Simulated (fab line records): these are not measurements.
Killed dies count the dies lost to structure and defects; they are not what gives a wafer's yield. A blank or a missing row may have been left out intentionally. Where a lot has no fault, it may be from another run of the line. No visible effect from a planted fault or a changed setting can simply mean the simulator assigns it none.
fab line records ; flow n5Finfet
record: lots: 10; wafers: 30; lastDay: 17
route steps=1938 shown ZERO_LAYER@4 WELL_APT@33 BEOL_M4@1111 PASSIVATION@1936
lots that met no fault: taken from a fault-free run of the same line
startH: start of the lot's first displayed wafer, in hours after the record's first day ; waitH: hours elapsed since this lot's preceding step ; " same as the row above ; L1.1+2: one row covering several wafers at once ; - no value, or no start given ; * or withheld: withheld ; < > ~ a bound
route shown NAME@n: NAME is a module with steps in the file, n the number in the route of the first one ; usual: mean/standard deviation of fault-free wafers ; same: alike in all rows ; chamber/n: place in a boat ; sites: each site's reading ; _std_site: standard deviation of those values ; _edge_site: the outer-site mean with the inner-site mean subtracted ; radiusMm: how far each site lies from the wafer's centre ; mask NAME#n: copy n ; behind: the last tool/chamber to shape the wafer ; hold: why the lot was held/for how many hours/how that ended ; device: transistor that didn't switch, given as n, p or np ; end of line: tests of these same wafers at the route's end ; a step given without rows: its recipe and nothing more ; killed: not the wafer's yield, but the dies lost to structure and defects at the first sort ; map: dies across one wafer; x = killed, . = not, _ = none there
set.NAME: the run value of the setting; set.NAME@STEP: its run value at that earlier step ; model.NAME: the simulator's own value behind a step, which no gauge read
the route's steps for a sample of lots (tables are steps, rows are wafers)
services: the hour from which a tool's chamber was out of use, counted from the record's first day as startH (under 0 if before that day), plus the number of hours and why
== steps ==
step: N5_ZERO_LAYER_PECVD_02
recipe: material: SiO2; targetThkA: 100; tempC: 400; precursor: SiH4/N2O; pressureTorr: 0.75; rfW: 275; timeS: 6
usual: heaterPowerW: 755/130; showerheadPlenumPTorr: 8.12/0.11
lot.wafer;tool;chamber;startH;waitH;heaterPowerW;showerheadPlenumPTorr
L399.1;pecvd-02;1;12.28;0.0;774;8.01
L399.5;pecvd-02;2;12.28;0.0;757;8.14
L399.6;pecvd-02;1;12.28;0.0;778;8.01
L400.3;pecvd-02;0;18.30;0.0;900;8.10
L400.4;pecvd-02;1;18.30;0.0;781;8.00
L400.6;pecvd-02;2;18.30;0.0;704;8.18
L402.1;pecvd-04;0;30.28;0.0;701;7.96
L402.4;pecvd-04;0;30.28;0.0;700;7.97
L402.5;pecvd-04;2;30.28;0.0;729;8.13
L403.1;pecvd-03;2;36.29;0.0;669;8.09
L403.3;pecvd-03;1;36.29;0.0;865;8.36
L403.5;pecvd-03;1;36.29;0.0;876;8.37
L408.1;pecvd-04;1;66.50;0.0;662;8.16
L408.2;pecvd-04;0;66.50;0.0;653;7.97
L408.3;pecvd-04;2;66.50;0.0;717;8.14
L413.3;pecvd-02;2;96.28;0.0;648;8.13
L413.4;pecvd-02;1;96.28;0.0;786;8.00
L413.5;pecvd-02;0;96.28;0.0;894;8.10
L415.2;pecvd-04;2;108.30;0.0;639;8.11
L415.5;pecvd-04;0;108.30;0.0;717;7.98
L415.6;pecvd-04;1;108.30;0.0;672;8.17
L418.3;pecvd-04;1;126.31;0.1;587;8.17
L418.4;pecvd-04;0;126.31;0.1;719;7.97
L418.6;pecvd-04;0;126.31;0.1;693;7.95
L420.1;pecvd-03;2;138.28;0.0;655;8.09
L420.4;pecvd-03;1;138.28;0.0;875;8.34
L420.6;pecvd-03;2;138.28;0.0;676;8.11
L422.1;pecvd-02;0;150.28;0.0;888;8.10
L422.3;pecvd-02;1;150.28;0.0;684;8.02
L422.6;pecvd-02;0;150.28;0.0;868;8.09
step: N5_ZERO_LAYER_CD_MEAS_11
recipe: targetCdNm: 2000; landingEnergyEv: 500; detector: seInlens
usual: cdNm: 2002.8/2.7
same: landingEnergyEv: 500
lot.wafer;tool;chamber;startH;waitH;cdNm
L399.1;cdSem-01;0;12.64;-;2001.8
L399.5;cdSem-01;0;12.64;-;2003.5
L399.6;cdSem-01;0;12.64;-;1998.2
L400.3;cdSem-01;0;18.67;-;2002.9
L400.4;cdSem-01;0;18.67;-;2004.7
L400.6;cdSem-01;0;18.67;-;2005.9
L402.1;cdSem-01;0;30.64;-;2003.9
L402.4;cdSem-01;0;30.64;-;1998.8
L402.5;cdSem-01;0;30.64;-;2000.6
L403.1;cdSem-03;0;36.65;-;2002.4
L403.3;cdSem-03;0;36.65;-;2000.7
L403.5;cdSem-03;0;36.65;-;2005.4
L408.1;cdSem-03;0;66.86;-;2003.5
L408.2;cdSem-03;0;66.86;-;2003.0
L408.3;cdSem-03;0;66.86;-;2002.5
L413.3;cdSem-01;0;96.78;-;2005.3
L413.4;cdSem-01;0;96.78;-;2004.5
L413.5;cdSem-01;0;96.78;-;2004.0
L415.2;cdSem-03;0;108.66;-;2001.3
L415.5;cdSem-03;0;108.66;-;1998.9
L415.6;cdSem-03;0;108.66;-;1999.8
L418.3;cdSem-03;0;126.67;-;2002.5
L418.4;cdSem-03;0;126.67;-;2002.0
L418.6;cdSem-03;0;126.67;-;2000.1
L420.1;cdSem-01;0;138.77;-;2001.7
L420.4;cdSem-01;0;138.77;-;2002.1
L420.6;cdSem-01;0;138.77;-;2001.4
L422.1;cdSem-02;0;150.77;-;1998.9
L422.3;cdSem-02;0;150.77;-;2001.4
L422.6;cdSem-02;0;150.77;-;2001.2
step: N5_ZERO_LAYER_INSPECT_20
recipe: inspectInstrument: darkfield; mode: postClean
usual: rawDefectCount: 36/15
lot.wafer;tool;chamber;startH;waitH;rawDefectCount
L399.1;defectInspect-01;-;13.40;0.0;33
L399.5;defectInspect-01;-;13.40;0.0;43
L399.6;defectInspect-01;-;13.40;0.0;32
L400.3;defectInspect-02;-;19.33;0.0;12
L400.4;defectInspect-02;-;19.33;0.0;21
L400.6;defectInspect-02;-;19.33;0.0;40
L402.1;defectInspect-01;-;31.25;0.0;32
L402.4;defectInspect-01;-;31.25;0.0;41
L402.5;defectInspect-01;-;31.25;0.0;46
L403.1;defectInspect-01;-;37.26;0.0;14
L403.3;defectInspect-01;-;37.26;0.0;26
L403.5;defectInspect-01;-;37.26;0.0;34
L408.1;defectInspect-02;-;67.94;0.0;83
L408.2;defectInspect-02;-;67.94;0.0;49
L408.3;defectInspect-02;-;67.94;0.0;109
L413.3;defectInspect-01;-;97.42;0.0;40
L413.4;defectInspect-01;-;97.42;0.0;70
L413.5;defectInspect-01;-;97.42;0.0;32
L415.2;defectInspect-02;-;109.31;0.0;40
L415.5;defectInspect-02;-;109.31;0.0;25
L415.6;defectInspect-02;-;109.31;0.0;38
L418.3;defectInspect-01;-;127.28;0.0;79
L418.4;defectInspect-01;-;127.28;0.0;19
L418.6;defectInspect-01;-;127.28;0.0;55
L420.1;defectInspect-02;-;139.47;0.0;30
L420.4;defectInspect-02;-;139.47;0.0;44
L420.6;defectInspect-02;-;139.47;0.0;60
L422.1;defectInspect-02;-;151.38;0.0;20
L422.3;defectInspect-02;-;151.38;0.0;52
L422.6;defectInspect-02;-;151.38;0.0;30
step: N5_WELL_APT_IMPLANT_15
recipe: species: As; energyKev: 25; doseCm2: 1.5e+13; tiltDeg: 0; rotationDeg: 0
usual: doseIonsCm2: 1.5001e+13/1.6e+10; faradayCurrentUA: 190/4
lot.wafer;tool;chamber;startH;waitH;doseIonsCm2;faradayCurrentUA
L399.1;implanter-02;0;14.07;0.1;1.4984e+13;194
L399.5;implanter-02;0;14.07;0.1;1.498e+13;189
L399.6;implanter-02;0;14.07;0.1;1.4998e+13;188
L400.3;implanter-02;0;20.05;0.1;1.5011e+13;189
L400.4;implanter-02;0;20.05;0.1;1.5001e+13;190
L400.6;implanter-02;0;20.05;0.1;1.5007e+13;190
L402.1;implanter-02;0;31.94;0.1;1.502e+13;187
L402.4;implanter-02;0;31.94;0.1;1.5014e+13;189
L402.5;implanter-02;0;31.94;0.1;1.501e+13;185
L403.1;implanter-02;0;37.98;0.1;1.4991e+13;190
L403.3;implanter-02;0;37.98;0.1;1.5036e+13;189
L403.5;implanter-02;0;37.98;0.1;1.5019e+13;192
L408.1;implanter-02;0;68.73;0.1;1.4987e+13;190
L408.2;implanter-02;0;68.73;0.1;1.4967e+13;185
L408.3;implanter-02;0;68.73;0.1;1.4981e+13;187
L413.3;implanter-01;0;98.27;0.1;2.3168e+13;294
L413.4;implanter-01;0;98.27;0.1;2.3137e+13;296
L413.5;implanter-01;0;98.27;0.1;2.315e+13;287
L415.2;implanter-01;0;110.14;0.1;2.3121e+13;309
L415.5;implanter-01;0;110.14;0.1;2.3149e+13;296
L415.6;implanter-01;0;110.14;0.1;2.3145e+13;299
L418.3;implanter-02;0;128.93;0.1;1.5016e+13;183
L418.4;implanter-02;0;128.93;0.1;1.5014e+13;191
L418.6;implanter-02;0;128.93;0.1;1.501e+13;186
L420.1;implanter-02;0;140.27;0.1;1.4996e+13;181
L420.4;implanter-02;0;140.27;0.1;1.4987e+13;194
L420.6;implanter-02;0;140.27;0.1;1.5006e+13;187
L422.1;implanter-02;0;152.17;0.1;1.4999e+13;187
L422.3;implanter-02;0;152.17;0.1;1.5016e+13;190
L422.6;implanter-02;0;152.17;0.1;1.4985e+13;195
step: N5_BEOL_M4_RC_MEAS_101
usual: CJ_P: 5.77/0.25; DIBL_N: 37.5/2.5; DIBL_P: 38/3.1; IOFF_N: 0.19/0.059; IOFF_P: 0.24/0.061; IOFF_P_LONG: 0.000105/8.3e-06; ION_N: 679/16; ION_P: 465/9.8; SS_N: 72.0/0.8; SS_P: 73.7/0.86; VT_N: 248/4.5; VT_P: -249/3.5
lot.wafer;tool;chamber;startH;waitH;CJ_P;DIBL_N[mV/V];DIBL_P[mV/V];IOFF_N[nA/um];IOFF_P[nA/um];IOFF_P_LONG[nA/um];ION_N[uA/um];ION_P[uA/um];SS_N[mV/dec];SS_P[mV/dec];VT_N[mV];VT_P[mV]
L399.1;prober-02;0;163.35;0.0;5.82;34.1;36;0.12;0.20;0.000108;659;459;70.6;72.8;254;-249
L399.5;prober-02;0;163.35;0.0;5.76;37.8;37;0.18;0.22;0.000106;678;466;72.3;73.5;251;-250
L399.6;prober-02;0;163.35;0.0;6.08;39.7;40;0.23;0.27;0.00011;679;459;72.7;74.2;248;-245
L400.3;prober-02;0;170.07;0.3;5.59;37.3;38;0.18;0.23;0.000105;677;459;72.0;73.5;250;-250
L400.4;prober-02;0;170.07;0.3;5.16;37.3;40;0.19;0.27;9.9e-05;675;465;72.5;74.2;248;-248
L400.6;prober-02;0;170.07;0.3;5.58;37.4;38;0.18;0.22;0.000103;676;460;72.6;73.8;255;-252
L402.1;prober-01;0;188.43;0.0;5.64;35.7;36;0.15;0.19;0.000105;673;458;71.9;72.4;253;-250
L402.4;prober-01;0;188.43;0.0;5.84;33.3;34;0.11;0.17;0.000111;651;455;70.6;71.8;255;-253
L402.5;prober-01;0;188.43;0.0;5.58;37.1;38;0.18;0.24;0.000103;669;461;71.6;73.8;248;-249
L403.1;prober-02;0;188.58;0.0;5.50;37.5;38;0.19;0.24;0.000115;679;463;71.3;73.4;249;-248
L403.3;prober-02;0;188.58;0.0;5.51;41.0;43;0.31;0.37;0.000116;711;480;72.8;75.0;238;-242
L403.5;prober-02;0;188.58;0.0;5.65;37.7;38;0.18;0.25;0.000117;683;469;72.1;73.4;248;-247
L408.1;prober-01;0;225.41;0.0;5.60;41.4;40;0.27;0.33;0.000112;702;477;72.5;74.7;244;-244
L408.2;prober-01;0;225.41;0.0;5.60;37.6;35;0.15;0.21;0.000112;671;458;71.6;73.5;255;-247
L408.3;prober-01;0;225.41;0.0;6.08;38.9;38;0.19;0.28;0.000121;679;468;72.4;73.4;246;-244
L413.3;prober-02;0;259.21;0.3;7.04;35.8;35;0.13;0.21;0.000146;659;464;71.9;73.2;256;-249
L413.4;prober-02;0;259.21;0.3;7.24;36.5;36;0.14;0.21;0.000156;658;454;71.5;73.2;252;-251
L413.5;prober-02;0;259.21;0.3;7.14;38.3;38;0.19;0.26;0.000149;682;470;72.0;74.3;248;-249
L415.2;prober-02;0;262.83;0.2;7.20;36.4;37;0.15;0.19;0.000141;668;457;71.9;73.5;253;-251
L415.5;prober-02;0;262.83;0.2;6.64;36.4;37;0.15;0.20;0.000119;679;466;72.0;73.8;252;-252
L415.6;prober-02;0;262.83;0.2;7.30;37.9;39;0.19;0.23;0.000146;689;470;72.1;74.0;248;-249
L418.3;prober-02;0;288.15;0.3;5.89;37.6;37;0.19;0.24;0.000104;683;463;72.1;73.9;249;-249
L418.4;prober-02;0;288.15;0.3;5.90;35.7;34;0.16;0.21;0.000106;667;462;71.5;73.3;249;-250
L418.6;prober-02;0;288.15;0.3;5.96;37.4;36;0.20;0.24;0.000108;685;466;72.0;73.8;244;-250
L420.1;prober-01;0;310.43;0.0;5.93;38.6;42;0.21;0.29;9.9e-05;685;475;72.0;74.4;247;-249
L420.4;prober-01;0;310.43;0.0;5.52;39.0;39;0.20;0.23;9.1e-05;676;455;71.8;74.7;247;-251
L420.6;prober-01;0;310.43;0.0;5.90;39.9;41;0.23;0.26;9.7e-05;687;466;72.2;74.6;245;-249
L422.1;prober-02;0;317.13;0.0;5.50;36.5;37;0.18;0.22;0.000102;681;462;72.6;73.0;250;-249
L422.3;prober-02;0;317.13;0.0;6.10;36.5;39;0.19;0.27;0.000112;690;476;72.7;74.0;247;-247
L422.6;prober-02;0;317.13;0.0;5.55;36.0;37;0.15;0.20;0.000102;677;461;72.3;73.7;253;-253
step: N5_PASSIVATION_PROBE_49
usual: defectLimitedYield: 91.0/1.4; killed_at_M0_to_M3: 35/10; killed_at_M4_up: 14/5.5; killedAtContacts: 13/5.6; killedAtFrontEnd: 41/11; killedAtOther: 4/3.4; killedDies: 106/16; killedOpen: 68/12; killedShort: 35/7.3; sort_bin_4_leakage: 0.3/2.1; sort_bin_5_function: 5.3/0.89; sort_bin_6_memory: 3.4/0.67; sort_bin_8_speed: 0.01/0.11; sortNPass: 1070/28; sortYieldPct: 90.7/2.4
same: grossDies: 1180; killedAtBackSide: 0
lot.wafer;tool;chamber;startH;waitH;defectLimitedYield[%];killed_at_M0_to_M3;killed_at_M4_up;killedAtContacts;killedAtFrontEnd;killedAtOther;killedDies;killedOpen;killedShort;sort_bin_4_leakage[%];sort_bin_5_function[%];sort_bin_6_memory[%];sort_bin_8_speed[%];sortNPass;sortYieldPct[%]
L420.1;prober-01;-;415.46;0.0;90.8;30;18;15;36;10;109;71;33;0;5.3;3.7;0;1071;90.8
L420.4;prober-01;-;415.61;0.2;89.4;35;23;18;48;1;125;82;40;0;6.4;3.5;0;1055;89.4
L420.6;prober-01;-;415.71;0.3;90.5;23;11;16;46;16;112;67;40;0;6.0;3.1;0;1068;90.5
killed by level:class
L420.1 STI_FIN_REVEAL:geometricParticle:open=12 MOL_CONTACT_COAG:geometricParticle:open=12 BEOL_M0_SAQP:geometricParticle:short=8 FIN_SAQP:geometricParticle:open=7 PAD_METAL:geometricParticle:open=6 BEOL_M0_SAQP:geometricParticle:open=6 GATE_CUT:geometricParticle:open=5 BEOL_M4:geometricParticle:open=5
L420.4 BEOL_M4:geometricParticle:open=15 FIN_SAQP:geometricParticle:open=14 MOL_CONTACT_COAG:geometricParticle:open=14 FIN_SAQP:geometricParticle:short=10 BEOL_M0_SAQP:geometricParticle:open=7 BEOL_M0_SAQP:geometricParticle:short=6 BEOL_M1:geometricParticle:open=6 BEOL_M1:geometricParticle:short=5
L420.6 MOL_CONTACT_COAG:geometricParticle:open=14 GATE_CUT:geometricParticle:short=11 FIN_SAQP:geometricParticle:open=7 FIN_SAQP:geometricParticle:short=7 GATE_CUT:geometricParticle:open=7 PAD_METAL:geometricParticle:open=6 BEOL_M0_SAQP:geometricParticle:open=5 BEOL_M0_SAQP:geometricParticle:short=5
== services ==
tool;chamber;startH;hours;kind
implanter-01;-;13.82;24.9;repair
pecvd-03;-;16.93;5.5;pm
implanter-01;-;39.47;5.4;pm
implanter-01;-;48.52;9.1;pm
pecvd-02;1;81.62;2.1;scheduledDown
pecvd-03;1;117.28;10.5;repair
pecvd-02;2;118.84;6.7;repair
pecvd-03;0;131.85;2.1;scheduledDown
implanter-02;-;143.81;3.9;pm
== key ==
firstSign: step: N5_WELL_APT_IMPLANT_15; reading: doseIonsCm2; direction: up; sigmas: 99+; usual: 1.5001e+13; struck: 2.3145e+13
effect: step: N5_WELL_APT_IMPLANT_15; reading: faradayCurrentUA; direction: up; sigmas: 27; usual: 190; struck: 297
effect: step: N5_BEOL_M4_RC_MEAS_101; reading: CJ_P; direction: up; sigmas: 5.2; usual: 5.77; struck: 7.09
effect: step: N5_BEOL_M4_RC_MEAS_101; reading: IOFF_P_LONG; direction: up; sigmas: 4.5; usual: 0.000105; struck: 0.000143
metAt N5_WELL_APT_IMPLANT_15
struckLots L413,L415
notActingAt N5_ZERO_LAYER_PECVD_02,N5_ZERO_LAYER_CD_MEAS_11,N5_ZERO_LAYER_INSPECT_20
fault: kind: processParameterDrift; tool: implanter-01; chamber: -; onsetH: 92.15; steps: N5_WELL_APT_IMPLANT_15; channel: doseCm2; offset: 8.1541e+12; shape: step; endH: 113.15; actsIn: theseRecipesOnly; stated: 1.5e+13
